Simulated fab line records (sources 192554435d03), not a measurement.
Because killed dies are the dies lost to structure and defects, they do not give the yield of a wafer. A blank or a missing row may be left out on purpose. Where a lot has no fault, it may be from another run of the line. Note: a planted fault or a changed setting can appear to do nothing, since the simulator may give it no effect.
Split-lot trial	flow n5-finfet	7 lots, 21 wafers read, on a route of 1938 steps

== ABOUT THE SPLIT ==
At N5_WELL_APT_COAT_02 (resist thk 950 nm), the setting spin-rpm was moved away from the recipe's 1357 rpm on 8 of the 21 wafers read, by -10.1% to +7.0%. The other wafers ran this setting at the recipe's value.

Reading taken at the split's own step.

== THE READING ==
coat_of_WELL_APT_COAT_02.thk-nm (the simulator's own value, which no gauge read), in nm, at N5_WELL_APT_COAT_02 (resist thk 950 nm). The file gives no usual value for it. The 13 wafers here that ran the recipe average 951.1 nm, standard deviation 1.2 nm.

wafer	tool, chamber at the split	spin-rpm as run, rpm	against the recipe	coat_of_WELL_APT_COAT_02.thk-nm, nm	against lot-mates on the recipe
L075.1	litho-track-03, 0	1357	recipe	950.2	-
L075.3	litho-track-03, 0	1220	-10.1%	1003	+52.8
L075.5	litho-track-03, 0	1220	-10.1%	1005	+54.8
L082.1	litho-track-05, 0	1357	recipe	949.3	-
L082.2	litho-track-05, 0	1357	recipe	953	-
L082.6	litho-track-05, 0	1357	recipe	951.5	-
L083.1	litho-track-03, 0	1357	recipe	951	-
L083.3	litho-track-03, 0	1357	recipe	951.5	-
L083.4	litho-track-03, 0	1357	recipe	950.9	-
L087.1	litho-track-05, 0	1357	recipe	952.9	-
L087.2	litho-track-05, 0	1357	recipe	951.4	-
L087.4	litho-track-05, 0	1357	recipe	951.1	-
L093.3	litho-track-01, 0	1452	+7.0%	918.7	no lot-mate on the recipe
L093.5	litho-track-01, 0	1452	+7.0%	921.1	no lot-mate on the recipe
L093.6	litho-track-01, 0	1452	+7.0%	920.6	no lot-mate on the recipe
L095.2	litho-track-05, 0	1407	+3.7%	933.7	-17.7
L095.4	litho-track-05, 0	1407	+3.7%	936	-15.4
L095.6	litho-track-05, 0	1357	recipe	951.4	-
L096.1	litho-track-03, 0	1357	recipe	951.5	-
L096.3	litho-track-03, 0	1357	recipe	948.7	-
L096.6	litho-track-03, 0	1318	-2.9%	965.5	+15.4

FIT RESULTS
A straight line over all 21 wafers: coat_of_WELL_APT_COAT_02.thk-nm changes by -4.88 nm for each +1% of spin-rpm; r = -1.00; the points scatter about the line by 1.9 nm.
The same after taking each lot's own level away (the mean of its wafers on the recipe; 18 wafers): -5.21 nm for each +1%; r = -1.00; scatter 1.4 nm.
Per that fit: largest spin-rpm move, reading shift of 53 nm.
From 950.10 to 951.80 nm: that is the span of the lots' own levels, equal to 1.5 times the standard deviation above.
Hence the lot-to-lot level has little effect on the slope; both slopes agree.
Check: with one of the wafers moved furthest among these (-10.1%) left out of the fit, the line predicts +53.2 nm for it against its lot-mates. It came out at +52.8 nm against them.

== THE FILE'S OWN FIT ==
coat_of_WELL_APT_COAT_02.thk-nm changes by -5.24 nm for each +1% of spin-rpm, r = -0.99.
